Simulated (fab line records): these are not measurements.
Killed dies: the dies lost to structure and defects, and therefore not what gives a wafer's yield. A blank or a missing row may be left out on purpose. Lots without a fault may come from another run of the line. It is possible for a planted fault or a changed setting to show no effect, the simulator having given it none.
Chamber matching :: flow nand_harc :: 4 sister chambers for NHARC_A_DECK1_JOINT_ETCHBACK_07 on rie_si-02
The step etches the open film in HBr, target depth 105 nm, time 26.9 s. 20 wafers are shown with their chamber, then 10 later ones without.

EACH WAFER AND ITS CHAMBER
wafer: L074.1
chamber: 1
drypump_motor_current_A (A): 6.1
throttle_valve_pct (%): 23.271
oes_product_au (a.u.): 1.017

wafer: L074.2
chamber: 2
drypump_motor_current_A (A): 6.4
throttle_valve_pct (%): 23.242
oes_product_au (a.u.): 0.981

wafer: L074.4
chamber: 3
drypump_motor_current_A (A): 5.4
throttle_valve_pct (%): 23.267
oes_product_au (a.u.): 1.007

wafer: L075.2
chamber: 3
drypump_motor_current_A (A): 5.4
throttle_valve_pct (%): 23.263
oes_product_au (a.u.): 0.996

wafer: L075.5
chamber: 2
drypump_motor_current_A (A): 6.4
throttle_valve_pct (%): 23.270
oes_product_au (a.u.): 0.984

wafer: L075.6
chamber: 1
drypump_motor_current_A (A): 6.0
throttle_valve_pct (%): 23.268
oes_product_au (a.u.): 1.005

wafer: L077.2
chamber: 2
drypump_motor_current_A (A): 6.5
throttle_valve_pct (%): 23.268
oes_product_au (a.u.): 1.003

wafer: L077.3
chamber: 3
drypump_motor_current_A (A): 5.5
throttle_valve_pct (%): 23.278
oes_product_au (a.u.): 1.001

wafer: L077.6
chamber: 1
drypump_motor_current_A (A): 6.1
throttle_valve_pct (%): 23.271
oes_product_au (a.u.): 1.008

wafer: L080.1
chamber: 3
drypump_motor_current_A (A): 5.5
throttle_valve_pct (%): 23.269
oes_product_au (a.u.): 0.998

wafer: L080.3
chamber: 2
drypump_motor_current_A (A): 6.4
throttle_valve_pct (%): 23.259
oes_product_au (a.u.): 1.002

wafer: L080.5
chamber: 2
drypump_motor_current_A (A): 6.5
throttle_valve_pct (%): 23.260
oes_product_au (a.u.): 1.005

wafer: L082.1
chamber: 3
drypump_motor_current_A (A): 5.4
throttle_valve_pct (%): 23.272
oes_product_au (a.u.): 1.004

wafer: L082.4
chamber: 0
drypump_motor_current_A (A): 5.2
throttle_valve_pct (%): 23.260
oes_product_au (a.u.): 1.002

wafer: L082.6
chamber: 3
drypump_motor_current_A (A): 5.5
throttle_valve_pct (%): 23.268
oes_product_au (a.u.): 1.002

wafer: L083.2
chamber: 1
drypump_motor_current_A (A): 6.1
throttle_valve_pct (%): 23.261
oes_product_au (a.u.): 1.010

wafer: L083.4
chamber: 2
drypump_motor_current_A (A): 6.4
throttle_valve_pct (%): 23.265
oes_product_au (a.u.): 1.011

wafer: L083.6
chamber: 1
drypump_motor_current_A (A): 6.1
throttle_valve_pct (%): 23.268
oes_product_au (a.u.): 1.010

wafer: L084.2
chamber: 2
drypump_motor_current_A (A): 6.5
throttle_valve_pct (%): 23.267
oes_product_au (a.u.): 1.007

wafer: L084.3
chamber: 3
drypump_motor_current_A (A): 5.5
throttle_valve_pct (%): 23.265
oes_product_au (a.u.): 1.005

SIGNATURES (averages over the wafers above)
reading: drypump_motor_current_A
chamber 0: 5.200
chamber 1: 6.080
chamber 2: 6.443
chamber 3: 5.457
scatter within a chamber: 0.0514

reading: throttle_valve_pct
chamber 0: 23.26000
chamber 1: 23.26780
chamber 2: 23.26157
chamber 3: 23.26886
scatter within a chamber: 0.00689

reading: oes_product_au
chamber 0: 1.00200
chamber 1: 1.01000
chamber 2: 0.99900
chamber 3: 1.00186
scatter within a chamber: 0.00785
Rule: for each reading, subtract the chamber's mean from the wafer's reading, divide by that reading's scatter and square the result; add these up over the readings and take the root, which gives the wafer's distance from the chamber. If the next closest chamber is less than 2 further off than the closest, the wafer can't be placed; otherwise it belongs to the closest. How the scatter is found: for the shown wafers, subtract from each reading the mean of its chamber, square and add these, divide the total by (wafers less chambers), then take the root.

WAFERS WITH NO CHAMBER GIVEN
wafer: L084.5
drypump_motor_current_A (A): 6.5
throttle_valve_pct (%): 23.247
oes_product_au (a.u.): 0.998

wafer: L087.1
drypump_motor_current_A (A): 6.0
throttle_valve_pct (%): 23.267
oes_product_au (a.u.): 1.002

wafer: L087.2
drypump_motor_current_A (A): 5.4
throttle_valve_pct (%): 23.265
oes_product_au (a.u.): 1.012

wafer: L087.6
drypump_motor_current_A (A): 6.4
throttle_valve_pct (%): 23.269
oes_product_au (a.u.): 1.000

wafer: L094.1
drypump_motor_current_A (A): 6.1
throttle_valve_pct (%): 23.267
oes_product_au (a.u.): 1.005

wafer: L094.2
drypump_motor_current_A (A): 5.5
throttle_valve_pct (%): 23.272
oes_product_au (a.u.): 0.990

wafer: L094.4
drypump_motor_current_A (A): 6.4
throttle_valve_pct (%): 23.277
oes_product_au (a.u.): 0.986

wafer: L095.2
drypump_motor_current_A (A): 5.2
throttle_valve_pct (%): 23.275
oes_product_au (a.u.): 1.010

wafer: L095.3
drypump_motor_current_A (A): 5.5
throttle_valve_pct (%): 23.265
oes_product_au (a.u.): 1.008

wafer: L095.6
drypump_motor_current_A (A): 5.5
throttle_valve_pct (%): 23.270
oes_product_au (a.u.): 1.003

WHICH CHAMBER EACH WENT THROUGH
wafer: L084.5
from the rows above: 2
in truth: 2

wafer: L087.1
from the rows above: 1
in truth: 1

wafer: L087.2
from the rows above: 3
in truth: 3

wafer: L087.6
from the rows above: 2
in truth: 2

wafer: L094.1
from the rows above: 1
in truth: 1

wafer: L094.2
from the rows above: 3
in truth: 3

wafer: L094.4
from the rows above: 2
in truth: 2

wafer: L095.2
from the rows above: 0
in truth: 0

wafer: L095.3
from the rows above: 3
in truth: 3

wafer: L095.6
from the rows above: 3
in truth: 3
Correct placement for 10 of the 10. From these rows, 0 cannot be placed. Placed wrongly: 0.
